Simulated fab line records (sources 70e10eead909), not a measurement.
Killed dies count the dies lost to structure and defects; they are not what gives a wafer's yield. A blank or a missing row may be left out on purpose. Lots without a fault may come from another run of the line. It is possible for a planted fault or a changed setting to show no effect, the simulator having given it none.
Comparing a struck lot with a sound one	flow nand_harc	14 out of 1302 route steps
Sound: the wafers L102.1, L102.2, L102.3. Struck: wafer L107.1; the same lot's L107.4 was not struck, so it is left out; see the end for the cause.
Per side, at each step with rows, come the tool, then ch with its chambers, and then its first start. Under that, the readings that differ: sound wafers	struck wafers	difference of the means	sigmas: that difference in standard deviations of wafers without a fault.
alike: readings whose means differ by less than 2 such deviations, and words and numbers that are the same on both sides. not compared: withheld readings, readings that some wafer has no value for, bounds like >300 that may hide the same value, and numbers for which the record gives no deviation and whose values overlap.
A row with sigmas, a row that says differs or no value, or rows on one side alone: a step with any of these is where the two part. When numbers do not overlap yet have no deviation, they are printed without sigmas and do not part them. Lack of a reading on every wafer of one side parts them only where that side has two or more wafers.

first, 4 steps without rows for these wafers: NHARC_A_DECK1_JOINT_CURE_26 (time 32 s); NHARC_A_DECK1_JOINT_ANNEAL_27 (time 3600 s); NHARC_A_DECK1_JOINT_ANNEAL_28 (time 1800 s); NHARC_A_DECK1_JOINT_ANNEAL_29 (time 1800 s).
NHARC_A_DECK1_JOINT_CMP_02: polishes SiOx.
  sound on cmp-02 ch 0,1,3, day 14 13:28; struck on cmp-02 ch 3, day 17 03:54
  alike: motor_current_A, slurry_flow_ml_min
next, for these wafers, 1 step has no rows: NHARC_A_DECK1_JOINT_SRD_15.
NHARC_A_DECK1_JOINT_DEP_16: deposits SiO2, target thk 45 nm.
  sound on pecvd-03 ch 0,1,2, day 14 13:52; struck on pecvd-04 ch 1, day 17 04:16
  alike: heater_power_w, throttle_valve_pct
NHARC_A_DECK1_JOINT_THK_MEAS_17: measures by ellipsometry.
  sound on film_metro-01 at day 14 14:08; struck on film_metro-02 at day 17 04:33
reading	sound	struck	difference	sigmas
thk_nm (nm)	46.0 43.2 44.1	47.3	+2.9	+2
NHARC_A_DECK1_JOINT_INSPECT_05:
  sound on defect_inspect-01 at day 14 14:10; struck on defect_inspect-02 at day 17 04:35
reading	sound	struck	difference	sigmas
raw_defect_count	383 425 563	184	-273	-2
next comes 1 step that has no rows for these wafers: NHARC_A_ONON_D2_DEP_00 (target thickness 1000 nm).
NHARC_A_ONON_D2_THK_MEAS_02: measures by ellipsometry.
  sound on film_metro-02 at day 14 14:45; struck on film_metro-02 at day 17 05:11
  alike: thk_nm
NHARC_A_ONON_D2_DEP_03: target thk 1000 nm.
  sound on pecvd_onon-04 ch 0, day 14 14:49; struck on pecvd_onon-04 ch 0, day 17 05:14
  alike: n2_flow_sccm
NHARC_A_ONON_D2_THK_MEAS_05: measures by ellipsometry.
  sound on film_metro-01 at day 14 15:19; struck on film_metro-01 at day 17 05:46
reading	sound	struck	difference	sigmas
thk_nm (nm)	1005 1005 1006	641	-364	-36
next comes 1 step that has no rows for these wafers: NHARC_A_ONON_D2_DEP_06 (target thickness 1000 nm).

## WHERE THEY PART
First at NHARC_A_DECK1_JOINT_THK_MEAS_17; last, within this record, at NHARC_A_ONON_D2_THK_MEAS_05.

WHY: what the simulator had put in
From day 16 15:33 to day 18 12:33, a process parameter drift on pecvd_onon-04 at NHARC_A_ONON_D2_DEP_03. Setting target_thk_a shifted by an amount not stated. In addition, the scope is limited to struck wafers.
